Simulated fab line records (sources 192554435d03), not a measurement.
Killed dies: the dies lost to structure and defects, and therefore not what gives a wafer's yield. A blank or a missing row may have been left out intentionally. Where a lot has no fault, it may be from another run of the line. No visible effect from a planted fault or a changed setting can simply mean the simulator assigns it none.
Chamber matching | flow n5 finfet | N5_BEOL_M3_CO_CAP_55 on cvd co-01 has 3 sister chambers
The step material Co, precursor CCTBA/H2, target thk 2 nm, time 102.1 s. 24 wafers are shown with their chamber, then 12 later ones without.

## WAFERS, EACH WITH ITS CHAMBER
wafer  | chamber | heater power w (W)
L075.1 | 2       | 244
L075.2 | 1       | 237
L075.6 | 1       | 235
L077.4 | 0       | 233
L077.5 | 1       | 229
L077.6 | 2       | 241
L079.1 | 2       | 246
L079.4 | 1       | 234
L079.6 | 2       | 240
L080.2 | 1       | 240
L080.4 | 0       | 231
L080.5 | 2       | 242
L083.2 | 2       | 242
L083.3 | 0       | 224
L083.6 | 2       | 243
L087.1 | 1       | 232
L087.2 | 0       | 221
L087.5 | 1       | 234
L086.2 | 2       | 247
L086.4 | 1       | 235
L086.5 | 2       | 243
L090.2 | 1       | 235
L090.4 | 1       | 230
L090.6 | 0       | 229

SIGNATURES (averages over the wafers above)
reading        | chamber 0 | chamber 1 | chamber 2 | scatter within a chamber
heater power w | 227.60    | 234.10    | 243.11    | 3.33
Rule: for each reading, subtract the chamber's mean from the wafer's reading, divide by that reading's scatter and square the result; add these up over the readings and take the root, which gives the wafer's distance from the chamber. If the next closest chamber is less than 2 further off than the closest, the wafer can't be placed; otherwise it belongs to the closest. The scatter: take each reading less its chamber's mean, square it, sum over the shown wafers, divide by the number of wafers less the number of chambers, and take the root.

## WAFERS WITH NO CHAMBER GIVEN
wafer  | heater power w (W)
L092.1 | 232
L092.2 | 228
L092.4 | 249
L093.2 | 235
L093.4 | 241
L093.6 | 231
L094.1 | 230
L094.3 | 243
L094.4 | 237
L095.2 | 253
L095.5 | 231
L095.6 | 248

## WHICH CHAMBER EACH WENT THROUGH
wafer  | from the rows above          | in truth
L092.1 | can't be placed: 1 or 0      | 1
L092.2 | can't be placed: 0 or 1      | 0
L092.4 | 2                            | 2
L093.2 | can't be placed: 1 or 0      | 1
L093.4 | can't be placed: 2 or 1      | 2
L093.6 | can't be placed: 1 or 0      | 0
L094.1 | can't be placed: 0 or 1      | 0
L094.3 | 2                            | 2
L094.4 | can't be placed: 1 or 2 or 0 | 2
L095.2 | 2                            | 2
L095.5 | can't be placed: 1 or 0      | 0
L095.6 | 2                            | 2
Placed correctly: 4 of 12. From these rows, 8 cannot be placed; in 8 the true chamber is one of the candidates. Number placed wrongly: 0.
